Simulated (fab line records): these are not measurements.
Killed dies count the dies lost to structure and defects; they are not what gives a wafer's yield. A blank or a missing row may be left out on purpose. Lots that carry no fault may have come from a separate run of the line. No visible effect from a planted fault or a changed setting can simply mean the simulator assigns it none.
Matching of chambers ; flow n5-finfet ; rie-diel-05 running N5_BEOL_M6_ETCH_65: 4 sister chambers
The step etches SiARC in CF4, target depth 15.6 nm, time 26 s. 4 wafers are shown with their chamber, then 6 later ones without.

## WAFERS PAIRED WITH THEIR CHAMBERS
wafer;chamber;drypump-motor-current-A (A)
L768.2;3;5.6
L779.1;2;5.6
L779.2;1;6.2
L779.4;0;5.3

## WAFERS WITH NO CHAMBER GIVEN
wafer;drypump-motor-current-A (A)
L781.1;5.4
L781.3;5.6
L781.4;6.2
L783.2;5.4
L783.5;5.5
L783.6;5.4

## WHICH CHAMBER EACH WENT THROUGH
wafer;from the rows above;in truth
L781.1;can't be placed: 0 or 2 or 3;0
L781.3;can't be placed: 2 or 3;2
L781.4;1;1
L783.2;can't be placed: 0 or 2 or 3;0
L783.5;can't be placed: 2 or 3 or 0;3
L783.6;can't be placed: 0 or 2 or 3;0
1 of 6 placed correctly. From these rows, 5 cannot be placed; in 5 the true chamber is one of the candidates. 0 placed wrongly.
How it was worked out, from the rows above alone: a wafer's distance from a chamber is the root of the sum, over the readings, of the square of ((its reading less the chamber's mean) divided by the reading's scatter). If the next closest chamber is less than 2 further off than the closest, the wafer can't be placed; otherwise it belongs to the closest. The mean given for a chamber averages the wafers shown for that chamber. The scatter (one wafer shown for each chamber): square how far every hidden wafer sits from the nearest shown wafer, average those squares and take the square root.
